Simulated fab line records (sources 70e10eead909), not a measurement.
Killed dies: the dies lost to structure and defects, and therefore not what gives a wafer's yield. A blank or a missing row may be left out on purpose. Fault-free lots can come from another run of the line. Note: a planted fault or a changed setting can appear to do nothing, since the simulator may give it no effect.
fab line records -- flow nand_harc
[record] lots = 5, wafers = 15, last_day = 34
route steps=1302 shown P_GATE@185 END@1302
lots that met no fault: taken from a fault-free run of the same line
start_h: the number of hours between the record's first day and the start of the first shown wafer of the lot -- wait_h: time in hours since the lot's previous step -- " unchanged from the row above -- L1.1+2: a single row standing in for several wafers -- - no value present, or no start provided -- * or withheld: withheld -- < > ~ a bound
route shown NAME@n: NAME is a module with steps in the file, n the number in the route of the first one -- usual: mean/standard deviation of fault-free wafers -- same: alike in all rows -- chamber/n: place in a boat -- sites: per-site readings -- _std_site: standard deviation of those values -- _edge_site: inner sites' mean taken away from outer sites' mean -- radius_mm: for every site, how far away it sits from the centre of the wafer -- mask NAME#n: copy n -- behind: the most recent tool/chamber to have shaped the wafer -- hold: why the lot went on hold/how many hours it stayed there/how the hold came to an end -- device: whichever transistor did not switch (one of n, p or np) -- end of line: the same wafers' tests at the end of the route -- for a step that has no rows: nothing shown but its recipe -- killed: at the first sort, the dies lost to defects and structure; wafer yield is something else -- map: shows each die of a wafer: x if killed, . if not, _ if none is there
set.NAME: the run value of the setting; set.NAME@STEP: its run value at that earlier step -- model.NAME: the simulator's own value behind a step, which no gauge read
lots at some steps of the route; a table a step, a row a wafer
services: when a tool's chamber went out of use (start_h, in hours from the record's first day, below 0 if earlier), for how many hours, and the reason
[[steps]]
[step NHARC_P_GATE_CD_MEAS_59]
[recipe] target_cd_nm = 720, landing_energy_ev = 500
[usual] cd_nm = 719.9/1.8
lot.wafer,tool,chamber,start_h,wait_h,cd_nm
L633.3,cd_sem-01,0,136.97,-,721.4
L633.5,cd_sem-01,0,136.97,-,717.2
L633.6,cd_sem-01,0,136.97,-,720.5
L634.1,cd_sem-02,0,149.92,-,720.4
L634.3,cd_sem-02,0,149.92,-,718.4
L634.6,cd_sem-02,0,149.92,-,720.5
L635.3,cd_sem-01,0,154.84,-,720.8
L635.5,cd_sem-01,0,154.84,-,721.9
L635.6,cd_sem-01,0,154.84,-,721.0
L650.2,cd_sem-01,0,309.44,-,720.5
L650.5,cd_sem-01,0,309.44,-,723.4
L650.6,cd_sem-01,0,309.44,-,721.6
L653.2,cd_sem-03,0,345.99,-,719.6
L653.4,cd_sem-03,0,345.99,-,717.1
L653.6,cd_sem-03,0,345.99,-,718.8
[step NHARC_P_GATE_HARDBAKE_60]
[recipe] temp_c = 125, time_s = 80
[step NHARC_P_GATE_DESCUM_61]
[recipe] time_s = 3, o2_flow_sccm = 200, ar_flow_sccm = 0, bias_power_w = 0, chemistry = O2
[usual] drypump_motor_current_A = 5.6/0.51, oes_product_au = 1.000/0.0089, rf_vpp_V = 58.1/0.87, showerhead_plenum_p_Torr = 1.98/0.079, throttle_valve_pct = 11.310/0.0079
[same] mfc_ar_sccm = 0
lot.wafer,tool,chamber,start_h,wait_h,drypump_motor_current_A,oes_product_au,rf_hours_counter_h,rf_vpp_V,showerhead_plenum_p_Torr,throttle_valve_pct
L633.3,rie_diel-10,2,137.13,-,5.0,1.001,2.4,58.7,2.05,11.301
L633.5,rie_diel-10,2,137.13,-,5.0,0.994,-,57.8,2.05,11.305
L633.6,rie_diel-10,3,137.13,-,5.2,0.983,-,58.6,2.06,11.315
L634.3,rie_diel-10,0,150.10,-,6.7,1.013,5.3,57.7,1.90,11.306
L634.1,rie_diel-10,2,150.10,-,5.1,1.001,2.9,58.2,2.05,11.309
L634.6,rie_diel-10,3,150.10,-,5.2,0.983,-,59.7,2.06,11.304
L635.3,rie_diel-10,0,155.01,-,6.7,1.002,5.8,57.9,1.90,11.318
L635.6,rie_diel-10,3,155.01,-,5.2,0.981,-,57.7,2.05,11.312
L635.5,rie_diel-10,0,155.01,-,6.7,1.006,-,57.3,1.90,11.311
L650.2,rie_diel-10,3,309.61,-,5.2,0.994,4.6,58.2,2.05,11.294
L650.5,rie_diel-10,2,309.61,-,5.0,1.001,-,57.7,2.05,11.301
L650.6,rie_diel-10,3,309.61,-,5.1,1.002,-,56.9,2.05,11.317
L653.4,rie_diel-08,1,346.16,-,6.1,1.005,6.0,59.3,1.94,11.304
L653.2,rie_diel-08,2,346.16,-,5.7,0.999,7.5,58.2,2.00,11.312
L653.6,rie_diel-08,1,346.16,-,6.2,1.007,-,57.6,1.94,11.318
[step NHARC_P_GATE_IMPLANT_62]
[recipe] energy_kev = 20, dose_cm2 = 3e+15, tilt_deg = 7
[step NHARC_P_GATE_STRIP_112]
[recipe] power_w = 1500, temp_c = 110, time_s = 200, chemistry = N2/H2
[usual] drypump_motor_current_A = 5.2/0.39, heater_power_w = 89/3.8, rf_refl_power_W = 23/11
lot.wafer,tool,chamber,start_h,wait_h,drypump_motor_current_A,heater_power_w,rf_hours_counter_h,rf_refl_power_W
L633.3,plasma_asher-02,1,137.60,0.2,4.9,93,-,22
L633.6,plasma_asher-02,1,137.60,0.2,4.9,97,-,22
L633.5,plasma_asher-02,0,137.60,0.2,5.9,89,-,12
L634.1,plasma_asher-02,1,150.52,0.3,4.9,94,13,22
L634.3,plasma_asher-02,0,150.52,0.3,5.9,90,-,12
L634.6,plasma_asher-02,0,150.52,0.3,5.9,88,-,13
L635.3,plasma_asher-02,1,155.49,0.3,4.9,95,-,21
L635.5,plasma_asher-02,0,155.49,0.3,5.9,89,-,12
L635.6,plasma_asher-02,1,155.49,0.3,4.9,94,-,22
L650.2,plasma_asher-01,1,309.97,0.2,5.0,86,28,16
L650.6,plasma_asher-01,1,309.97,0.2,5.0,86,-,16
L650.5,plasma_asher-01,0,309.97,0.2,5.0,84,-,41
L653.2,plasma_asher-02,1,346.72,0.4,4.9,86,17,22
L653.4,plasma_asher-02,1,346.72,0.4,4.9,88,-,22
L653.6,plasma_asher-02,0,346.72,0.4,5.9,94,-,12
[step NHARC_P_GATE_STRIP_76]
[recipe] power_w = 1500, temp_c = 250, chemistry = O2
[usual] drypump_motor_current_A = 5.2/0.38, heater_power_w = 332/14, rf_refl_power_W = 23/11
lot.wafer,tool,chamber,start_h,wait_h,drypump_motor_current_A,heater_power_w,rf_hours_counter_h,rf_refl_power_W
L633.3,plasma_asher-02,1,137.79,0.2,5.0,351,-,21
L633.6,plasma_asher-02,1,137.79,0.2,4.9,349,-,21
L633.5,plasma_asher-02,0,137.79,0.2,5.8,335,-,13
L634.1,plasma_asher-02,1,150.74,0.2,4.9,363,13,21
L634.3,plasma_asher-02,0,150.74,0.2,5.8,334,-,13
L634.6,plasma_asher-02,0,150.74,0.2,5.9,336,-,13
L635.3,plasma_asher-02,1,155.65,0.1,4.9,351,-,22
L635.5,plasma_asher-02,0,155.65,0.1,5.8,328,-,13
L635.6,plasma_asher-02,1,155.65,0.1,4.9,350,-,21
L650.2,plasma_asher-01,1,310.23,0.2,5.1,333,28,16
L650.6,plasma_asher-01,1,310.23,0.2,5.1,336,-,16
L650.5,plasma_asher-01,0,310.23,0.2,4.9,321,-,40
L653.2,plasma_asher-02,1,346.98,0.2,5.0,340,18,21
L653.4,plasma_asher-02,1,346.98,0.2,4.9,329,-,21
L653.6,plasma_asher-02,0,346.98,0.2,5.8,352,-,12
[step NHARC_P_GATE_STRIP_63]
[recipe] time_s = 900, temp_c = 130, chemistry = SPM
[step NHARC_P_GATE_DEHYDRATE_83]
[recipe] temp_c = 150, time_s = 120
[step NHARC_P_GATE_HMDS_84]
[recipe] time_s = 30
[step NHARC_P_GATE_COAT_85]
[recipe] spin_rpm = 3000
[step NHARC_P_GATE_SOFTBAKE_86]
[recipe] temp_c = 122, time_s = 95
[step NHARC_P_GATE_EBR_87]
[step NHARC_P_GATE_EXPOSE_88]
[recipe] na = 0.6, target_cd_nm = 2000, dose_mj = 11.87, mask_id = P_HVN
lot.wafer,tool,chamber,start_h,wait_h,mask
L633.3+5+6,krf_scanner-02,0,138.55,-,P_HVN_R1#0
L634.1+3+6,krf_scanner-01,0,151.50,-,P_HVN#0
L635.3+5+6,krf_scanner-03,0,156.39,-,P_HVN#0
L650.2+5+6,krf_scanner-01,0,311.00,-,P_HVN#0
L653.2+4+6,krf_scanner-02,0,347.74,-,P_HVN#0
[step NHARC_P_GATE_PEB_89]
[recipe] peb_temp_c = 118, peb_time_s = 85
[step NHARC_P_GATE_DEVELOP_90]
[recipe] time_s = 70
[step NHARC_P_GATE_CD_MEAS_91]
[recipe] target_cd_nm = 2000, landing_energy_ev = 500
[usual] cd_nm = 1998.5/1.7
lot.wafer,tool,chamber,start_h,wait_h,cd_nm
L633.3,cd_sem-01,0,138.70,-,2024.5
L633.5,cd_sem-01,0,138.70,-,2024.7
L633.6,cd_sem-01,0,138.70,-,2027.9
L634.1,cd_sem-01,0,151.65,-,1999.1
L634.3,cd_sem-01,0,151.65,-,2000.6
L634.6,cd_sem-01,0,151.65,-,1999.0
L635.3,cd_sem-03,0,156.54,-,1998.8
L635.5,cd_sem-03,0,156.54,-,1996.9
L635.6,cd_sem-03,0,156.54,-,1995.2
L650.2,cd_sem-01,0,311.16,-,1996.6
L650.5,cd_sem-01,0,311.16,-,1995.9
L650.6,cd_sem-01,0,311.16,-,1995.4
L653.2,cd_sem-01,0,347.90,-,1997.3
L653.4,cd_sem-01,0,347.90,-,1996.1
L653.6,cd_sem-01,0,347.90,-,1997.1
[step NHARC_P_GATE_HARDBAKE_92]
[recipe] temp_c = 125, time_s = 80
[step NHARC_P_GATE_DESCUM_93]
[recipe] time_s = 3, o2_flow_sccm = 200, ar_flow_sccm = 0, bias_power_w = 0, chemistry = O2
[usual] drypump_motor_current_A = 5.6/0.56, mfc_ar_sccm = 0.008/0.013, oes_product_au = 0.999/0.0099, rf_vpp_V = 58.0/0.93, showerhead_plenum_p_Torr = 1.96/0.088, throttle_valve_pct = 11.310/0.0089
lot.wafer,tool,chamber,start_h,wait_h,drypump_motor_current_A,mfc_ar_sccm,oes_product_au,rf_hours_counter_h,rf_vpp_V,showerhead_plenum_p_Torr,throttle_valve_pct,model.P_GATE.cd_nm
L633.3,rie_diel-05,0,138.87,-,6.0,0.026,0.986,4.8,57.4,1.93,11.303,2025
L633.5,rie_diel-05,3,138.87,-,6.2,0.030,0.986,-,58.6,2.03,11.295,2024
L633.6,rie_diel-05,0,138.87,-,5.9,0.026,0.981,-,57.4,1.93,11.312,2028
L634.1,rie_diel-10,3,151.82,-,5.2,0,0.979,5.5,58.8,2.06,11.310,1999
L634.3,rie_diel-10,2,151.82,-,5.0,0,0.999,2.9,58.5,2.05,11.316,2001
L634.6,rie_diel-10,3,151.82,-,5.2,0,0.988,-,58.2,2.06,11.312,2000
L635.3,rie_diel-05,0,156.71,-,5.9,0.026,0.994,6.0,58.7,1.93,11.302,1999
L635.6,rie_diel-05,3,156.71,-,6.2,0.030,0.995,-,59.4,2.03,11.305,1995
L635.5,rie_diel-05,0,156.71,-,5.9,0.026,0.995,-,58.4,1.93,11.315,1997
L650.2,rie_diel-08,1,311.32,-,6.1,0,0.994,3.9,57.4,1.94,11.308,1996
L650.6,rie_diel-08,1,311.32,-,6.2,0,0.998,-,56.1,1.94,11.327,1995
L650.5,rie_diel-08,2,311.32,-,5.7,0,1.004,-,58.4,2.00,11.298,1996
L653.4,rie_diel-08,3,348.06,-,5.3,0.025,1.004,7.9,57.7,1.95,11.323,1996
L653.2,rie_diel-08,0,348.06,-,5.0,0.018,0.997,6.4,56.6,1.85,11.325,1998
L653.6,rie_diel-08,0,348.06,-,5.0,0.018,1.004,-,56.4,1.85,11.307,1998
[step NHARC_P_GATE_IMPLANT_94]
[recipe] energy_kev = 60, dose_cm2 = 2e+15, tilt_deg = 7
[step NHARC_END_SORT_01]
[recipe] temp_c = 25
[usual] killed_at_array = 55/15, killed_at_other = 1.0/1.2, killed_at_periphery = 3.4/2.2, killed_dies = 59/15, killed_open = 3.2/2, killed_short = 2.5/1.7
[same] gross_dies = 677
lot.wafer,tool,chamber,start_h,wait_h,killed_at_array,killed_at_other,killed_at_periphery,killed_dies,killed_open,killed_short
L633.3,prober-01,0,586.30,3.1,29,0,3,32,4,0
L633.5,prober-01,0,587.90,3.7,31,1,3,35,2,2
L633.6,prober-01,0,588.71,4.0,50,0,2,52,0,4
// killed by level:class
L633.3 A_CHANNEL_HOLE_D2:chamber_film_flake=17 A_DECK1_JOINT:geometric_particle:open=2 P_M2:chamber_film_flake=2 A_CHANNEL_HOLE_D1:chamber_film_flake=2 A_STAIRCASE:chamber_film_flake=2 A_CONTACT:chamber_film_flake=2 A_CHANNEL_FILL_D1:geometric_particle:open=1 A_CHANNEL_HOLE_D2:geometric_particle:open=1
L633.5 A_CHANNEL_HOLE_D2:chamber_film_flake=20 P_M2:chamber_film_flake=2 A_CHANNEL_HOLE_D1:chamber_film_flake=2 A_CONTACT:chamber_film_flake=2 A_ONON_D1:geometric_particle:open=1 A_WL_FILL:chamber_film_flake=1 A_DECK1_JOINT:geometric_particle:open=1 A_CHANNEL_FILL_D2:geometric_particle:short=1
L633.6 A_CHANNEL_HOLE_D2:chamber_film_flake=40 A_CHANNEL_HOLE_D1:chamber_film_flake=3 A_CHANNEL_FILL_D1:chamber_film_flake=2 A_CONTACT:chamber_film_flake=2 P_M0:geometric_particle:short=1 A_ONON_D1:geometric_particle:short=1 A_DECK1_JOINT:geometric_particle:short=1 A_ONON_D2:geometric_particle:short=1
[[services]]
tool,chamber,start_h,hours,kind
krf_scanner-02,-,118.30,0.7,repair
krf_scanner-01,-,140.00,4.0,pm
rie_diel-08,3,144.36,9.3,repair
rie_diel-08,2,149.44,7.8,repair
rie_diel-08,1,158.60,9.4,repair
plasma_asher-01,-,165.20,9.0,pm
krf_scanner-02,-,189.91,0.6,repair
rie_diel-08,-,190.80,9.0,pm
rie_diel-05,3,203.81,5.2,repair
rie_diel-10,1,216.80,14.7,repair
krf_scanner-03,-,224.00,4.0,pm
rie_diel-05,-,230.28,9.0,pm
krf_scanner-03,-,240.93,0.3,repair
rie_diel-10,-,242.50,9.0,pm
krf_scanner-01,-,246.67,1.4,repair
plasma_asher-02,-,249.32,9.0,pm
krf_scanner-01,-,253.63,1.7,repair
krf_scanner-02,-,266.00,4.0,pm
plasma_asher-02,-,285.55,1.2,repair
krf_scanner-02,-,293.84,2.9,repair
krf_scanner-03,-,298.00,0.2,repair
krf_scanner-01,-,312.00,4.0,pm
rie_diel-10,2,342.09,7.5,repair
plasma_asher-01,-,342.20,9.0,pm
[[key]]
[first_sign] step = NHARC_P_GATE_EXPOSE_88, reading = mask, direction = changed
[effect] step = NHARC_P_GATE_CD_MEAS_91, reading = cd_nm, direction = up, sigmas = 16, usual = 1998.5, struck = 2025.7
[model_effect] step = NHARC_P_GATE_DESCUM_93, value = P_GATE.cd_nm, without = 2000, struck = 2026
met_at NHARC_P_GATE_EXPOSE_88
struck_wafers L633.3,L633.5,L633.6
tester_left_out L633
[fault] kind = wrong_mask, tool = any, chamber = -, onset_h = 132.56, steps = NHARC_P_GATE_EXPOSE_88, aux_copy = P_HVN_R1#0, cd_offset_nm = 26.095, scope = struck_lots_only
// tester_left_out: of these lots the tester's yield and bins aren't shown, on N5 and GAA mostly nor the transistor test; their killed dies are dies lost to structure and defects alone, not to doping, threshold or leakage, so they don't give the yield
